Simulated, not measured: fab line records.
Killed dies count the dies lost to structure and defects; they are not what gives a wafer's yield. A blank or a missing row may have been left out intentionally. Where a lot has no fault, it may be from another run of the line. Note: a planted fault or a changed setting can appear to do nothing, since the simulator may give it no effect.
A lot that was struck, set against a sound lot / flow n5Finfet / 40 out of 1938 route steps
Sound: the wafers L939.3, L939.4, L939.6. Wafers L948.1, L948.3, L948.6 were the ones struck. Last of all comes the cause.
Per side, at each step with rows, come the tool, then ch with its chambers, and then its first start. Under that, the readings that differ: sound wafers / struck wafers / difference of the means / sigmas: that difference in standard deviations of wafers without a fault.
alike: readings whose means differ by less than 2 such deviations, and words and numbers that are the same on both sides. not compared: withheld readings, readings that some wafer has no value for, bounds like >300 that may hide the same value, and numbers for which the record gives no deviation and whose values overlap.
A row with sigmas, a row that says differs or no value, or rows on one side alone: a step with any of these is where the two part. When numbers do not overlap yet have no deviation, they are printed without sigmas and do not part them. Lack of a reading on every wafer of one side parts them only where that side has two or more wafers.

first, 11 steps without rows for these wafers: N5_BEOL_M3_SPUTTER_90 (material Cu, target thk 4.5 nm, time 8.29 s); N5_BEOL_M3_ANNEAL_91 (time 240 s); N5_BEOL_M3_SPUTTER_92 (material Cu, target thk 4.5 nm, time 8.29 s); N5_BEOL_M3_ANNEAL_93 (time 240 s); N5_BEOL_M3_SPUTTER_94 (material Cu, target thk 4.5 nm, time 8.29 s); N5_BEOL_M3_ANNEAL_95 (time 240 s); N5_BEOL_M3_SPUTTER_96 (material Cu, target thk 4.5 nm, time 8.29 s); N5_BEOL_M3_ECD_50 (material Cu, target thk 300 nm); N5_BEOL_M3_ANNEAL_51 (time 90 s); N5_BEOL_M3_CMP_52 (polishes, stops on SiOC, t overpolish 6.8 s, target thk 40 nm); N5_BEOL_M3_PRE_CLEAN_60 (time 15 s).
N5_BEOL_M3_CO_CAP_55: material Co, precursor CCTBA/H2, target thk 2 nm, time 102.1 s.
  sound on cvdCo-01 ch 0,1, day 10 17:52; struck on cvdCo-01 ch 1,2, day 13 09:39
  alike: heaterPowerW
then, 2 steps without rows for these wafers: N5_BEOL_M3_PRE_CLEAN_56 (time 15 s); N5_BEOL_M3_DEP_57 (deposits SiCN from 3MS/NH3, target thk 8 nm, time 14 s).
N5_BEOL_M3_INSPECT_59: inspects for defects (darkfield).
  sound on defectInspect-01, day 10 18:04; struck on defectInspect-01, day 13 09:52
reading=rawDefectCount; sound=74 61 72; struck=593 587 564; difference=+512; sigmas=+22
then, 12 steps without rows for these wafers: N5_BEOL_M4_ILD_DEP_00 (deposits SiOC from DEMS/O2, target thk 79 nm, time 15.3 s); N5_BEOL_M4_PECVD_72 (deposits SiO2 from TEOS/O2, target thk 16 nm, time 18 s); N5_BEOL_M4_HM_DEP_02 (deposits TiN, target thk 20 nm); N5_BEOL_M4_COAT_61 (time 60 s, resist thk 60 nm); N5_BEOL_M4_COAT_62 (time 60 s, resist thk 12 nm); N5_BEOL_M4_COAT_73 (time 60 s, resist thk 5 nm); N5_BEOL_M4_COAT_05 (resist thk 30 nm); N5_BEOL_M4_EBR_07; N5_BEOL_M4_SOFTBAKE_06 (time 60 s); N5_BEOL_M4_EXPOSE_08 (exposes mask M4); N5_BEOL_M4_PEB_09 (peb time 60 s); N5_BEOL_M4_DEVELOP_10 (develop time 30 s).
N5_BEOL_M4_INSPECT_13: inspects for defects (brightfield).
  sound on defectInspect-02, day 10 19:19; struck on defectInspect-02, day 13 12:23
reading=rawDefectCount; sound=368 369 454; struck=1063 844 897; difference=+538; sigmas=+5
then, 9 steps without rows for these wafers: N5_BEOL_M4_DESCUM_16 (chemistry O2, time 7 s); N5_BEOL_M4_ETCH_74 (etches underlayer in N2/H2, target depth 6.5 nm, time 5.2 s); N5_BEOL_M4_ETCH_63 (etches SiARC in CF4, target depth 15.6 nm, time 26 s); N5_BEOL_M4_ETCH_64 (etches SOC in N2/H2, target depth 75 nm, overetch 22.5 nm, time 121.9 s); N5_BEOL_M4_STRIP_65 (strips in N2/H2); N5_BEOL_M4_STRIP_75 (strips in N2/H2); N5_BEOL_M4_STRIP_66 (strips in CF4); N5_BEOL_M4_HM_OPEN_17 (chemistry Cl2/BCl3, target TiN, target depth 20 nm, overetch 6 nm); N5_BEOL_M4_STRIP_19 (strips in O2).
N5_BEOL_M4_INSPECT_30: inspects for defects (brightfield).
  sound on defectInspect-01, day 10 20:25; struck on defectInspect-01, day 13 13:23
reading=rawDefectCount; sound=433 400 501; struck=1083 880 902; difference=+510; sigmas=+5
N5_BEOL_M4_RC_MEAS_101:
  sound on prober-02 ch 0, day 12 02:07; struck on prober-02 ch 0, day 13 23:47
  alike: DIBL_N, DIBL_P, IOFF_N, IOFF_P, ION_N, ION_P, SS_N, SS_P, VT_N, VT_P
-- record jumps: 5 days separate the struck wafers' starts on either side; left off in module BEOL_M4, taken up again in module PASSIVATION, whose first shown step is the route's number 1936 --
N5_PASSIVATION_PROBE_49:
  rows exist in the record for the struck wafers here (prober-02, day 18 16:52), but not for the sound ones

WHERE THEY PART
Last at N5_PASSIVATION_PROBE_49 as far as this record goes, first at N5_BEOL_M3_INSPECT_59.

WHY: what the simulator had put in
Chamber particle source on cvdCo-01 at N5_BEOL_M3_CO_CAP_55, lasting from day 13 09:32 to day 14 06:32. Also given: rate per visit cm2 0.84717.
